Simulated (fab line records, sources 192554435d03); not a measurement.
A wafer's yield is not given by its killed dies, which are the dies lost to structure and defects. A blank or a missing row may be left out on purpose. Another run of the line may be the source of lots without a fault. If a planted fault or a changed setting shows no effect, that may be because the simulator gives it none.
fab line records    flow n5Finfet
record: lots: 4  wafers: 12  lastDay: 19
route steps=1938 shown MOL_CONTACT_COAG@542 BEOL_M4@1111 PASSIVATION@1936
lots with no fault: from the same line, run without faults
startH: hours from the record's opening day to when the first of the lot's shown wafers began    waitH: how many hours have passed since the lot's step before this one    " repeats the value in the row above    L1.1+2: a row that stands for several wafers    - no value, or no start given    * or withheld: withheld    < > ~ a bound
route shown NAME@n: a module of which the file shows steps, and the number in the route of the first    usual: mean/standard deviation of fault-free wafers    same: alike in all rows    chamber/n: place in a boat    sites: the reading at each site    _std_site: how widely they spread, as a standard deviation    _edge_site: mean of outer sites minus mean of inner sites    radiusMm: for every site, how far away it sits from the centre of the wafer    mask NAME#n: copy n    behind: the tool/chamber that last shaped the wafer    hold: why the lot was held/for how many hours/how that ended    device: the n, p or np transistor that did not switch    end of line: the same wafers' tests at the end of the route    a step with no rows: only its recipe    killed: not the wafer's yield, but the dies lost to structure and defects at the first sort    map: a wafer's dies, marking killed ones x, the rest . and places with no die _
set.NAME: setting as actually run; set.NAME@STEP: the setting as run at that earlier step    model.NAME: the simulator's own value behind a step, which no gauge read
a table for each step, a row for each wafer; lots at some steps of the route
services: the hour from which a tool's chamber was out of use, counted from the record's first day as startH (under 0 if before that day), plus the number of hours and why
== steps ==
step: N5_MOL_CONTACT_COAG_PRECLEAN_111
recipe: chemistry: NF3:NH3  afsCycles: 1  tempC: 30  timeS: 20  sublimationTempC: 180  sublimationTimeS: 60  pressureTorr: 3  rfPowerW: 30
step: N5_MOL_CONTACT_COAG_TI_SIL_19
recipe: material: Ti  targetThkA: 42  tempC: 200  chamberPressurePa: 5  powerW: 5000  timeS: 15
step: N5_MOL_CONTACT_COAG_ALD_20
recipe: material: TiN  targetThkA: 15  tempC: 400  aldPrecursorFamily: TiCl4  aldCoReactant: NH3  pulseTimeS: 1  purgeTimeS: 3  coReactantPurgeTimeS: 2  coReactantPulseTimeS: 2  aldCycles: 68  pressureTorr: 3
step: N5_MOL_CONTACT_COAG_SIL_ANNEAL_21
recipe: tempC: 550  timeS: 60  ambient: N2
step: N5_MOL_CONTACT_COAG_PRE_CLEAN_141
recipe: gas: H2/He  timeS: 60  tempC: 300
step: N5_MOL_CONTACT_COAG_SPUTTER_143
recipe: material: Co  targetThkA: 25  tempC: 25  chamberPressurePa: 0.2
step: N5_MOL_CONTACT_COAG_CO_FILL_22
recipe: material: Co  targetThkA: 200  tempC: 200  precursor: CCTBA/H2  pressureTorr: 30
step: N5_MOL_CONTACT_COAG_ANNEAL_113
recipe: tempC: 400  timeS: 300  ambient: H2/N2
step: N5_MOL_CONTACT_COAG_PRE_CLEAN_142
recipe: gas: H2/He  timeS: 60  tempC: 300
step: N5_MOL_CONTACT_COAG_SPUTTER_130
recipe: material: Co  targetThkA: 475  tempC: 25  chamberPressurePa: 0.5  powerW: 3000
step: N5_MOL_CONTACT_COAG_PRECLEAN_125
recipe: chemistry: DIW  timeS: 57.5  tempC: 23
step: N5_MOL_CONTACT_COAG_SRD_126
recipe: dryTimeS: 32  dry: n2Spin  spinRpm: 1500
step: N5_MOL_CONTACT_COAG_CMP_23
recipe: stopOn: SiO2  tOverpolishS: 1.5  postCmpClean: cuAlkaline  downForcePsi: 2  platenRpm: 50.289  padVelocityMS: 1.0006  targetThkNm: 0
usual: headPressurePsi: 1.999/0.0041  motorCurrentA: 8.2/0.66  overpolishRunS: 1.499/0.0094  timeToEndpointS: 8.1/3
lot.wafer  tool    chamber  startH  waitH  headPressurePsi  motorCurrentA  overpolishRunS  timeToEndpointS  model.SiNx_of_GATE_CUT_SAC_CAP_01.thkNm
L948.1     cmp-03  3        141.52  0.0    2.004            7.3            1.495           9.7              18.6
L948.4     "       0        "       "      2.004            7.8            1.493           4.7              18.6
L948.5     "       3        "       "      1.997            7.4            1.498           10.6             18.4
L956.4     cmp-03  0        188.18  0.0    1.499            6.8            1.497           7.5              19.2
L956.3     "       1        "       "      1.508            7.8            1.494           12.2             19.2
L956.5     "       1        "       "      1.508            7.8            1.509           12.5             19
L957.1     cmp-03  1        193.44  0.2    1.510            8.1            1.500           10.5             18.8
L957.5     "       2        "       "      1.506            7.2            1.498           9.2              18.6
L957.6     "       3        "       "      1.505            6.4            1.494           13.5             18.8
L963.1     cmp-01  1        233.62  0.0    1.997            7.3            1.505           9.5              18.4
L963.2     "       0        "       "      1.994            8.9            1.491           10.8             18.2
L963.6     "       1        "       "      1.998            7.8            1.515           11.6             18.2
step: N5_MOL_CONTACT_COAG_WET_ETCH_26
recipe: target: Co  targetDepthNm: 13
step: N5_MOL_CONTACT_COAG_WET_ETCH_116
recipe: chemistry: SC1-inhibited  targetDepthNm: 4.6  dry: ipaMarangoni  rinseTimeS: 30  rinseTempC: 23
step: N5_MOL_CONTACT_COAG_ALD_27
recipe: material: SiOC  targetThkA: 170  tempC: 400  aldPrecursorFamily: carbosiloxane  aldCoReactant: H2-plasma  pulseTimeS: 1.5  timeS: 2720  purgeTimeS: 2  coReactantPurgeTimeS: 2  aldCycles: 340  pressureTorr: 2
step: N5_MOL_CONTACT_COAG_CMP_28
recipe: stopOn: SiNx  tOverpolishS: 0.85  postCmpClean: alkalineBrush  downForcePsi: 4.15  platenRpm: 51.8  padVelocityMS: 1.0307  targetThkNm: 14.522
usual: headPressurePsi: 4.150/0.0092  motorCurrentA: 12.5/0.97  timeToEndpointS: 3.3/2.3
lot.wafer  tool    chamber  startH  waitH  headPressurePsi  motorCurrentA  timeToEndpointS  model.SiNx_of_GATE_CUT_SAC_CAP_01.thkNm
L948.4     cmp-01  2        143.94  0.8    4.161            13.5           3.6              18.2
L948.1     "       0        "       "      4.144            14.0           7.1              18.2
L948.5     "       2        "       "      4.145            13.3           4.6              18
L956.4     cmp-04  3        190.68  0.8    4.166            11.7           0.4              18.8
L956.3     "       0        "       "      4.150            12.9           3.3              18.8
L956.5     "       3        "       "      4.159            12.9           0.0              18.6
L957.1     cmp-03  3        196.32  0.9    4.166            11.8           4.8              18.4
L957.5     "       1        "       "      4.144            14.1           4.4              18.4
L957.6     "       2        "       "      4.136            12.8           1.4              18.6
L963.2     cmp-04  3        236.48  0.8    4.142            12.0           2.7              17.8
L963.1     "       1        "       "      4.159            14.1           7.4              18
L963.6     "       3        "       "      4.158            11.5           2.1              17.8
step: N5_MOL_CONTACT_COAG_THK_MEAS_29
recipe: reads: SiNx_of_GATE_CUT_PECVD_57+SiNx_of_GATE_CUT_SAC_CAP_01
usual: MD_CAP_THK: 17.98/0.15
lot.wafer  tool          chamber  startH  waitH  MD_CAP_THK[nm]
L948.1     filmMetro-02  -        144.20  -      18.17
L948.4     "             -        "       "      18.15
L948.5     "             -        "       "      18.10
L956.3     filmMetro-01  -        190.97  -      18.76
L956.4     "             -        "       "      18.80
L956.5     "             -        "       "      18.65
L957.1     filmMetro-01  -        196.53  -      18.40
L957.5     "             -        "       "      18.32
L957.6     "             -        "       "      18.51
L963.1     filmMetro-01  -        236.74  -      18.11
L963.2     "             -        "       "      17.87
L963.6     "             -        "       "      17.87
step: N5_MOL_CONTACT_COAG_ALD_123
recipe: material: SiNx  targetThkA: 50  tempC: 400  aldPrecursorFamily: SiH2I2  aldCoReactant: N2/H2-plasma  pulseTimeS: 1  purgeTimeS: 2  coReactantPurgeTimeS: 2  aldCycles: 100  pressureTorr: 2
step: N5_MOL_CONTACT_COAG_PECVD_31
recipe: material: SiO2  targetThkA: 460  tempC: 400  precursor: TEOS/O2  pressureTorr: 6.5  rfW: withheld  teosFlowSccm: withheld  gas: O2  flowSccm: 2650  timeS: 8.9
step: N5_MOL_CONTACT_COAG_COAT_75
recipe: resist: SOC  tempC: 250  timeS: 60  spinRpm: 1500  resistThkNm: 60
step: N5_MOL_CONTACT_COAG_COAT_76
recipe: resist: SiARC  tempC: 220  timeS: 60  spinRpm: 1500  resistThkNm: 10
step: N5_MOL_CONTACT_COAG_COAT_77
recipe: resist: underlayer  tempC: 205  timeS: 60  spinRpm: 1500  resistThkNm: 10
step: N5_MOL_CONTACT_COAG_COAT_78
recipe: resist: CAR-EUV  spinRpm: 1500  resistThkNm: 40
step: N5_MOL_CONTACT_COAG_EBR_80
recipe: solvent: PGMEA  ebrWidthMm: 1.5
step: N5_MOL_CONTACT_COAG_SOFTBAKE_79
recipe: tempC: 110  timeS: 60  resist: CAR-EUV
step: N5_MOL_CONTACT_COAG_EXPOSE_81
recipe: maskId: VG  na: 0.33  sourceShape: annular  sigmaInner: 0.3  sigmaOuter: 0.7  polarization: unpolarized  defocusNm: 0  doseMj: 59.5
step: N5_MOL_CONTACT_COAG_PEB_82
recipe: pebTempC: 100  pebTimeS: 60  resist: CAR-EUV
step: N5_MOL_CONTACT_COAG_DEVELOP_83
recipe: developTimeS: 30  developer: TMAH  resist: CAR-EUV  rinseLiquid: surfactantRinse  dry: airSpin  devTempC: 23
step: N5_MOL_CONTACT_COAG_DESCUM_88
recipe: chemistry: O2  timeS: 7  sourcePowerW: 50  biasPowerW: 20  pressureMtorr: 20  rfFrequencyHz: 2.712e+07  tempC: 40  resist: CAR-EUV  o2FlowSccm: 225
step: N5_MOL_CONTACT_COAG_ETCH_89
recipe: chemistry: N2/H2  target: underlayer  targetDepthA: 130  maskMaterial: CAR-EUV  timeS: 10.4  ionEnergyEv: 200  pressureMtorr: 30  sourceW: 840  biasW: 150  n2FlowSccm: 200  h2FlowSccm: 200  ends: cleared
step: N5_MOL_CONTACT_COAG_ETCH_90
recipe: chemistry: CF4  target: SiARC  targetDepthA: 130  maskMaterial: CAR-EUV  timeS: 21.7  ionEnergyEv: 80  pressureMtorr: 40  sourceW: 545  biasW: 36  Ar_flow_sccm: 100  cf4FlowSccm: 100  ends: cleared
step: N5_MOL_CONTACT_COAG_ALD_131
recipe: material: SiO2  targetThkA: 50  tempC: 100  aldPrecursorFamily: BDEAS  aldCoReactant: O2-plasma  pulseTimeS: 1  coReactantPulseTimeS: 1  purgeTimeS: 2  coReactantPurgeTimeS: 2  aldCycles: 35  pressureTorr: 2
step: N5_MOL_CONTACT_COAG_ETCHBACK_132
recipe: chemistry: CHF3  target: SiO2  targetDepthA: 100  timeS: 6.7  ionEnergyEv: 200  pressureMtorr: 30  sourceW: 610  biasW: 170  Ar_flow_sccm: 200  CHF3_flow_sccm: 50
step: N5_MOL_CONTACT_COAG_ETCH_91
recipe: chemistry: N2/H2  target: SOC  targetDepthA: 600  overetchA: 210  maskMaterial: SiARC  tempC: 40  timeS: 101.2  ionEnergyEv: 200  pressureMtorr: 30  sourceW: 840  biasW: 150  n2FlowSccm: 200  h2FlowSccm: 200
step: N5_MOL_CONTACT_COAG_STRIP_92
recipe: chemistry: N2/H2  tempC: 40  n2FlowSccm: 200  h2FlowSccm: 200  rfFrequencyHz: 6e+07
step: N5_MOL_CONTACT_COAG_STRIP_93
recipe: chemistry: N2/H2  tempC: 40  n2FlowSccm: 200  h2FlowSccm: 200  rfFrequencyHz: 6e+07
step: N5_MOL_CONTACT_COAG_ETCH_47
recipe: chemistry: CH3F/O2  target: SiNx  targetDepthA: 270  maskMaterial: SiO2  stopOn: W  overEtchFrac: 0.2  ionEnergyEv: 120  endpoint: OES-CN  pressureMtorr: 30  sourceW: 395  biasW: 73  Ar_flow_sccm: 150  CH3F_flow_sccm: 30  O2_flow_sccm: 20  ends: endPoint
usual: drypumpMotorCurrentA: 5.6/0.53  etchRfOnTimeS: 31.6/0.75  oes_ar_750_au: 0.78/0.079  oesProductAu: 0.70/0.075  rfVppV: 294/7.4  showerheadPlenumPTorr: 2.02/0.048  throttleValvePct: 16.3/0.31
same: overEtchFrac: 0.2
lot.wafer  tool        chamber  startH  waitH  drypumpMotorCurrentA  etchRfOnTimeS  oes_ar_750_au  oesProductAu  rfHoursCounterH  rfVppV  showerheadPlenumPTorr  throttleValvePct  model.etch.depthNm  model.MOL_CONTACT_COAG.featureDepthNm
L948.1     rieDiel-06  0        146.48  0.0    5.3                   32.1           0.76           0.67          166              287     2.08                   16.6              18.21               18.8
L948.4     "           1        "       "      6.5                   30.9           0.84           0.75          -                299     2.03                   15.9              18.19               18.8
L948.5     "           0        "       "      5.3                   31.7           0.75           0.68          -                286     2.08                   16.6              18.09               18.6
L956.3     rieDiel-02  2        193.32  0.0    5.1                   32.5           0.73           0.64          201              295     2.07                   16.5              18.82               19.4
L956.4     "           0        "       "      6.2                   33.6           0.69           0.61          -                306     2.06                   16.8              18.81               19.4
L956.5     "           2        "       "      5.1                   32.3           0.72           0.63          -                295     2.07                   16.5              18.67               19.2
L957.1     rieDiel-06  3        198.94  0.0    4.8                   33.0           0.85           0.77          41               302     1.95                   15.8              18.41               19
L957.5     "           0        "       "      5.3                   32.3           0.75           0.65          -                288     2.08                   16.6              18.31               19
L957.6     "           1        "       "      6.5                   31.5           0.81           0.74          -                298     2.02                   15.9              18.51               19.2
L963.1     rieDiel-06  3        238.74  0.0    4.8                   32.1           0.84           0.76          52               301     1.95                   15.8              18.09               18.6
L963.2     "           2        "       "      5.4                   29.9           0.90           0.83          22               302     2.02                   16.2              17.9                18.4
L963.6     "           0        "       "      5.3                   31.8           0.74           0.65          -                288     2.07                   16.6              17.86               18.4
step: N5_BEOL_M4_RC_MEAS_101
usual: DIBL_N: 36.5/2.2  DIBL_P: 36.9/2.9  IOFF_N: 0.17/0.044  IOFF_P: 0.22/0.052  ION_N: 671/16  ION_P: 461/10  SS_N: 71.6/0.73  SS_P: 73.5/0.79  VT_N: 250/4.1  VT_P: -250/4.1
lot.wafer  tool       chamber  startH  waitH  DIBL_N[mV/V]  DIBL_P[mV/V]  IOFF_N[nA/um]  IOFF_P[nA/um]  ION_N[uA/um]  ION_P[uA/um]  SS_N[mV/dec]  SS_P[mV/dec]  VT_N[mV]  VT_P[mV]
L948.1     prober-01  0        242.65  0.0    32.0          31.8          0.10           0.14           651           451           70.6          72.5          255       -256
L948.4     "          0        "       "      35.1          36.3          0.14           0.19           669           458           71.9          73.4          251       -255
L948.5     "          0        "       "      35.2          36.5          0.14           0.21           673           462           71.9          72.9          251       -249
L956.3     prober-02  0        287.28  0.3    35.0          33.6          0.13           0.18           681           466           71.2          72.6          251       -250
L956.4     "          0        "       "      39.6          39.2          0.24           0.27           695           468           72.1          74.2          243       -248
L956.5     "          0        "       "      36.3          35.6          0.17           0.21           690           476           71.6          73.1          248       -251
L957.1     prober-02  0        290.62  0.0    34.7          34.4          0.14           0.19           666           459           71.3          72.9          250       -249
L957.5     "          0        "       "      36.5          38.7          0.17           0.25           680           472           70.9          74.2          247       -245
L957.6     "          0        "       "      34.5          36.3          0.13           0.22           645           454           70.6          73.6          253       -249
L963.1     prober-01  0        340.34  0.0    39.0          41.7          0.23           0.29           690           480           73.1          74.8          244       -245
L963.2     "          0        "       "      36.1          36.9          0.15           0.20           665           458           72.1          73.8          252       -250
L963.6     "          0        "       "      36.4          37.6          0.15           0.21           662           450           71.4          73.3          248       -250
step: N5_PASSIVATION_PROBE_49
usual: defectLimitedYield: 91.3/1.4  killed_at_M0_to_M3: 36/10  killed_at_M4_up: 13/5.4  killedAtContacts: 12/5.3  killedAtFrontEnd: 39/10  killedAtOther: 3.2/2.7  killedDies: 103/16  killedOpen: 68/13  killedShort: 33/6.6  sort_bin_4_leakage: 0.01/0.031  sort_bin_5_function: 5.1/0.92  sort_bin_6_memory: 3.3/0.68  sort_bin_8_speed: 0.1/0.41  sortNPass: 1077/17  sortYieldPct: 91.2/1.4
same: grossDies: 1180  killedAtBackSide: 0
lot.wafer  tool       chamber  startH  waitH  defectLimitedYield[%]  killed_at_M0_to_M3  killed_at_M4_up  killedAtContacts  killedAtFrontEnd  killedAtOther  killedDies  killedOpen  killedShort  sort_bin_4_leakage[%]  sort_bin_5_function[%]  sort_bin_6_memory[%]  sort_bin_8_speed[%]  sortNPass  sortYieldPct[%]
L948.1     prober-01  -        349.49  0.8    91.5                   15                  14               12                58                1              100         67          32           0                      4.9                     3.4                   0                    1080       91.5
L948.4     prober-01  -        349.64  0.9    91.3                   28                  12               10                52                1              103         76          26           0                      5.5                     2.9                   0.1                  1077       91.3
L948.5     prober-01  -        349.69  1.0    94.5                   9                   10               11                33                2              65          44          20           0                      3.2                     1.9                   0.1                  1115       94.5
L956.3     prober-02  -        395.78  0.5    91.4                   33                  18               5                 45                0              101         55          42           0                      5.8                     2.2                   0                    1079       91.4
L956.4     prober-02  -        395.83  0.5    92.6                   21                  16               7                 41                2              87          53          34           0.08                   3.2                     3.6                   0                    1092       92.5
L956.5     prober-02  -        395.88  0.6    94.5                   20                  10               6                 27                2              65          45          19           0                      3.6                     1.7                   0                    1115       94.5
L957.1     prober-01  -        402.36  0.0    91.9                   36                  8                17                34                0              95          55          38           0                      4.4                     3.3                   0                    1085       91.9
L957.5     prober-01  -        402.56  0.2    90.3                   57                  3                20                33                1              114         82          31           0                      5.5                     3.8                   0                    1066       90.3
L957.6     prober-01  -        402.61  0.3    90.2                   41                  11               27                33                4              116         87          26           0                      4.9                     4.7                   0                    1064       90.2
L963.1     prober-02  -        449.67  0.0    91.9                   28                  18               16                27                7              96          71          23           0                      4.4                     3.3                   0                    1084       91.9
L963.2     prober-02  -        449.72  0.1    92.6                   30                  9                12                33                3              87          52          35           0                      4.6                     2.5                   0                    1093       92.6
L963.6     prober-02  -        449.92  0.3    92.2                   40                  11               6                 35                0              92          57          35           0                      4.8                     2.7                   0                    1088       92.2
killed by level:class
L948.1 FIN_SAQP:geometricParticle:open=18 FIN_SAQP:geometricParticle:short=11 MOL_CONTACT_COAG:geometricParticle:open=10 BEOL_M4:geometricParticle:open=7 DUMMY_GATE:geometricParticle:open=6 ILD0:geometricParticle:short=5 STI_FIN_REVEAL:geometricParticle:open=4 GATE_CUT:geometricParticle:open=4
L948.4 FIN_SAQP:geometricParticle:open=13 STI_FIN_REVEAL:geometricParticle:open=13 MOL_CONTACT_COAG:geometricParticle:open=8 BEOL_M0_SAQP:geometricParticle:short=8 ILD0:geometricParticle:open=7 BEOL_M2:geometricParticle:open=7 BEOL_M1:geometricParticle:open=6 BEOL_M5:geometricParticle:open=4
L948.5 FIN_SAQP:geometricParticle:open=10 MOL_CONTACT_COAG:geometricParticle:open=10 ILD0:geometricParticle:short=6 FIN_SAQP:geometricParticle:short=4 STI_FIN_REVEAL:geometricParticle:open=4 DUMMY_GATE:geometricParticle:open=4 BEOL_M0_SAQP:geometricParticle:short=3 BEOL_M5:geometricParticle:open=3
L956.3 FIN_SAQP:geometricParticle:short=16 FIN_SAQP:geometricParticle:open=9 BEOL_M1:geometricParticle:open=7 BEOL_M2:geometricParticle:open=7 BEOL_M3:geometricParticle:open=7 BEOL_M4:geometricParticle:open=5 BEOL_M0_SAQP:geometricParticle:short=4 DUMMY_GATE:geometricParticle:open=3
L956.4 FIN_SAQP:geometricParticle:open=12 FIN_SAQP:geometricParticle:short=10 ILD0:geometricParticle:short=7 BEOL_M3:geometricParticle:open=7 MOL_CONTACT_COAG:geometricParticle:open=6 BEOL_M4:geometricParticle:open=6 BEOL_M2:geometricParticle:short=5 STI_FIN_REVEAL:geometricParticle:open=4
L956.5 BEOL_M1:geometricParticle:open=8 STARTING-WAFER:geometricParticle:short=6 MOL_CONTACT_COAG:geometricParticle:open=5 BEOL_M4:geometricParticle:open=5 DUMMY_GATE:geometricParticle:open=4 STARTING-WAFER:geometricParticle:open=4 FIN_SAQP:geometricParticle:short=3 FIN_SAQP:geometricParticle:open=3
L957.1 MOL_CONTACT_COAG:geometricParticle:open=14 BEOL_M0_SAQP:geometricParticle:short=9 STI_FIN_REVEAL:geometricParticle:open=8 STI_FIN_REVEAL:geometricParticle:short=6 GATE_CUT:geometricParticle:short=6 BEOL_M0_SAQP:geometricParticle:open=6 BEOL_M3:geometricParticle:open=5 BEOL_M4:geometricParticle:open=5
L957.5 STI_FIN_REVEAL:geometricParticle:open=17 MOL_CONTACT_COAG:geometricParticle:open=15 BEOL_M2:geometricParticle:open=15 BEOL_M0_SAQP:geometricParticle:short=9 BEOL_M3:geometricParticle:open=9 BEOL_M0:geometricParticle:open=6 BEOL_M1:geometricParticle:open=6 MOL_CONTACT_COAG:geometricParticle:short=5
L957.6 MOL_CONTACT_COAG:geometricParticle:open=23 BEOL_M1:geometricParticle:open=12 BEOL_M2:geometricParticle:open=11 STI_FIN_REVEAL:geometricParticle:open=7 BEOL_M0_SAQP:geometricParticle:open=6 BEOL_M4:geometricParticle:open=6 FIN_SAQP:geometricParticle:open=4 FIN_SAQP:geometricParticle:short=4
L963.1 MOL_CONTACT_COAG:geometricParticle:open=15 BEOL_M3:geometricParticle:open=9 GATE_CUT:geometricParticle:short=6 BEOL_M4:geometricParticle:open=6 STI_FIN_REVEAL:geometricParticle:open=5 BEOL_M5:geometricParticle:open=4 GATE_CUT:geometricParticle:open=4 BEOL_M0_SAQP:geometricParticle:open=4
L963.2 BEOL_M0_SAQP:geometricParticle:open=8 MOL_CONTACT_COAG:geometricParticle:open=7 FIN_SAQP:geometricParticle:short=6 BEOL_M0_SAQP:geometricParticle:short=6 FIN_SAQP:geometricParticle:open=5 STI_FIN_REVEAL:geometricParticle:open=5 MOL_CONTACT_COAG:geometricParticle:short=5 DUMMY_GATE:geometricParticle:open=4
L963.6 BEOL_M0_SAQP:geometricParticle:short=14 BEOL_M0_SAQP:geometricParticle:open=9 GATE_CUT:geometricParticle:open=6 DUMMY_GATE:geometricParticle:open=5 MOL_CONTACT_COAG:geometricParticle:open=5 GATE_CUT:geometricParticle:short=4 STARTING-WAFER:geometricParticle:open=4 BEOL_M1:geometricParticle:open=4
== services ==
tool        chamber  startH  hours  kind
cmp-01      -        131.09  4.0    pm
rieDiel-06  2        144.60  -      clean
rieDiel-06  2        144.60  -      consumableReplace:focusRing
rieDiel-06  2        144.60  14.3   scheduledDown
rieDiel-06  2        144.60  14.3   ventCycle
cmp-03      -        151.95  0.4    repair
rieDiel-06  1        173.12  2.4    repair
rieDiel-06  0        174.16  8.3    repair
rieDiel-02  3        177.94  -      clean
rieDiel-02  3        177.94  -      consumableReplace:focusRing
rieDiel-02  3        177.94  17.6   scheduledDown
rieDiel-02  3        177.94  17.6   ventCycle
cmp-03      -        194.07  0.9    repair
cmp-01      -        214.31  10.5   pm
cmp-04      -        214.50  2.1    repair
== key ==
firstSign: step: N5_MOL_CONTACT_COAG_CMP_23  reading: headPressurePsi  direction: down  sigmas: 99+  usual: 1.999  struck: 1.506
effect: step: N5_MOL_CONTACT_COAG_THK_MEAS_29  reading: MD_CAP_THK  direction: up  sigmas: 3.8  usual: 17.98  struck: 18.57
modelEffect: step: N5_MOL_CONTACT_COAG_CMP_23  value: SiNx_of_GATE_CUT_SAC_CAP_01.thkNm  without: 18.43  struck: 18.93
modelEffect: step: N5_MOL_CONTACT_COAG_CMP_28  value: SiNx_of_GATE_CUT_SAC_CAP_01.thkNm  without: 18.1  struck: 18.6
modelEffect: step: N5_MOL_CONTACT_COAG_ETCH_47  value: etch.depthNm  without: 18.08  struck: 18.59
metAt N5_MOL_CONTACT_COAG_CMP_23
struckWafers L956.3,L956.4,L956.5,L957.1,L957.5,L957.6
onsetBetween 141.52 188.18
fault: kind: processParameterDrift  tool: cmp-03  chamber: -  onsetH: 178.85  steps: N5_MOL_CONTACT_COAG_CMP_23  channel: downForcePsi  offset: -0.49617  shape: step  endH: 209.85  actsIn: theseRecipesOnly  stated: 2
